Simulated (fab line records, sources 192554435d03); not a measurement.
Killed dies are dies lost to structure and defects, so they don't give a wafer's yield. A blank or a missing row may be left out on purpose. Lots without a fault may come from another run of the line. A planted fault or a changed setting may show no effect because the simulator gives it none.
A struck lot beside a sound one | flow n5_finfet | 41 steps out of a route of 1938
Sound: wafers L487.3, L487.4, L487.5. Struck: wafers L497.2, L497.4, L497.6. The cause comes at the end.
At each step with rows: each side's tool, then ch and its chambers, then its first start. Under that, the readings that differ: sound wafers | struck wafers | difference of the means | sigmas: that difference in standard deviations of wafers without a fault.
alike: readings whose means differ by less than 2 such deviations, and words and numbers that are the same on both sides. not compared: withheld readings, readings that some wafer has no value for, bounds like >300 that may hide the same value, and numbers for which the record gives no deviation and whose values overlap.
The two part at a step that has a row with sigmas, a row that says differs or no value, or rows on one side only. Numbers that don't overlap but have no deviation are shown without sigmas and don't part them. A reading that every wafer of one side lacks parts them only if that side has two wafers or more.

first, 2 steps without rows for these wafers: N5_MOL_CONTACT_COAG_ETCH_59 (etches underlayer in N2/H2, target depth 13 nm, time 10.4 s); N5_MOL_CONTACT_COAG_ETCH_105 (etches SiARC in CF4, target depth 15.6 nm, time 26 s).
N5_MOL_CONTACT_COAG_ETCH_106: etches SOC in N2/H2, target depth 80 nm, overetch 16 nm, time 120 s.
  sound on rie_diel-02 ch 0,1,3, day 5 04:59; struck on rie_diel-02 ch 1,2,3, day 7 19:25
  alike: bias_w, drypump_motor_current_A, oes_product_au, rf_vpp_V, showerhead_plenum_p_Torr, temp_c, throttle_valve_pct
  not compared: rf_hours_counter_h
then, 7 steps without rows for these wafers: N5_MOL_CONTACT_COAG_STRIP_107 (strips in N2/H2); N5_MOL_CONTACT_COAG_STRIP_108 (strips in N2/H2); N5_MOL_CONTACT_COAG_CONTACT_ETCH_14 (etches SiO2 in C4F6/O2, target depth 27.5 nm, overetch 8.5 nm, time 20 s); N5_MOL_CONTACT_COAG_STRIP_109 (strips in C4F6/O2); N5_MOL_CONTACT_COAG_ETCH_15 (etches SiNx in CH3F/O2, stops on Si:P, target depth 7 nm); N5_MOL_CONTACT_COAG_ETCH_110 (etches Si in CF4/O2, target depth 2.5 nm, time 8 s); N5_MOL_CONTACT_COAG_STRIP_98 (strips in N2/H2).
N5_MOL_CONTACT_COAG_CD_MEAS_99: target cd 17.2 nm.
  sound on cd_sem-02, day 5 05:19; struck on cd_sem-03, day 7 19:44
  alike: cd_nm
then, 1 step without rows for these wafers: N5_MOL_CONTACT_COAG_IMPLANT_129.
N5_MOL_CONTACT_COAG_PRECLEAN_111: cleans in NF3:NH3, afs cycles 1, time 20 s, sublimation time 60 s.
  sound on remote_plasma-02 ch 1, day 5 06:35; struck on remote_plasma-02 ch 0, day 7 20:03
  alike: temp_c
then, 1 step without rows for these wafers: N5_MOL_CONTACT_COAG_TI_SIL_19 (material Ti, target thk 4.2 nm, time 15 s).
N5_MOL_CONTACT_COAG_ALD_20: deposits TiN, target thk 1.5 nm, pulse time 1 s, purge time 3 s.
  sound on ald_metal-02 ch 1,3, day 5 06:56; struck on ald_metal-01 ch 1,3, day 7 20:26
  alike: heater_power_w, precursor_pulse_height_rel
then, 2 steps without rows for these wafers: N5_MOL_CONTACT_COAG_SIL_ANNEAL_21 (time 60 s); N5_MOL_CONTACT_COAG_PRE_CLEAN_141 (time 60 s).
N5_MOL_CONTACT_COAG_SPUTTER_143: material Co, target thk 2.5 nm.
  sound on pvd_sputter-01, day 5 08:08; struck on pvd_sputter-03, day 7 22:22
  alike: throttle_valve_pct
N5_MOL_CONTACT_COAG_CO_FILL_22: material Co, precursor CCTBA/H2, target thk 20 nm.
  sound on cvd_co-01 ch 1,2, day 5 08:15; struck on cvd_co-02 ch 1,2, day 7 22:29
  alike: heater_power_w
then, 5 steps without rows for these wafers: N5_MOL_CONTACT_COAG_ANNEAL_113 (time 300 s); N5_MOL_CONTACT_COAG_PRE_CLEAN_142 (time 60 s); N5_MOL_CONTACT_COAG_SPUTTER_130 (material Co, target thk 47.5 nm); N5_MOL_CONTACT_COAG_PRECLEAN_125 (cleans in DIW, time 57.5 s); N5_MOL_CONTACT_COAG_SRD_126 (dry time 32 s).
N5_MOL_CONTACT_COAG_CMP_23: polishes, stops on SiO2, t overpolish 1.5 s, target thk 0 nm.
  sound on cmp-03 ch 2,3, day 5 10:31; struck on cmp-02 ch 0,1,2, day 8 02:15
  alike: head_pressure_psi, motor_current_A, overpolish_run_s, time_to_endpoint_s
then, 4 steps without rows for these wafers: N5_MOL_CONTACT_COAG_WET_ETCH_26 (target Co, target depth 13 nm); N5_MOL_CONTACT_COAG_WET_ETCH_116 (etches the open film in SC1-inhibited, target depth 4.6 nm, rinse time 30 s); N5_MOL_CONTACT_COAG_ALD_27 (deposits SiOC, target thk 17 nm, pulse time 1.5 s, time 2720 s); N5_MOL_CONTACT_COAG_CMP_28 (polishes, stops on SiNx, t overpolish 0.85 s, target thk 14.522 nm).
N5_MOL_CONTACT_COAG_THK_MEAS_29:
  sound on film_metro-02, day 5 13:09; struck on film_metro-02, day 8 05:35
  alike: MD_CAP_THK
then, 10 steps without rows for these wafers: N5_MOL_CONTACT_COAG_ALD_123 (deposits SiNx, target thk 5 nm, pulse time 1 s, purge time 2 s); N5_MOL_CONTACT_COAG_PECVD_31 (deposits SiO2 from TEOS/O2, target thk 46 nm, time 8.9 s); N5_MOL_CONTACT_COAG_COAT_75 (time 60 s, resist thk 60 nm); N5_MOL_CONTACT_COAG_COAT_76 (time 60 s, resist thk 10 nm); N5_MOL_CONTACT_COAG_COAT_77 (time 60 s, resist thk 10 nm); N5_MOL_CONTACT_COAG_COAT_78 (resist thk 40 nm); N5_MOL_CONTACT_COAG_EBR_80; N5_MOL_CONTACT_COAG_SOFTBAKE_79 (time 60 s); N5_MOL_CONTACT_COAG_EXPOSE_81 (exposes mask VG, defocus 0 nm); N5_MOL_CONTACT_COAG_PEB_82 (peb time 60 s).
-- the record jumps here: 9 days lie between the struck wafers' starts before and after (it left off in module MOL_CONTACT_COAG and takes up again in module PASSIVATION, whose first step shown is number 1936 of the route) --
N5_PASSIVATION_PROBE_49:
  the record has rows for the struck wafers here (prober-02, day 17 01:15) and none for the sound ones

WHERE THEY PART
Only at N5_PASSIVATION_PROBE_49, within this record.

WHY: what the simulator had put in
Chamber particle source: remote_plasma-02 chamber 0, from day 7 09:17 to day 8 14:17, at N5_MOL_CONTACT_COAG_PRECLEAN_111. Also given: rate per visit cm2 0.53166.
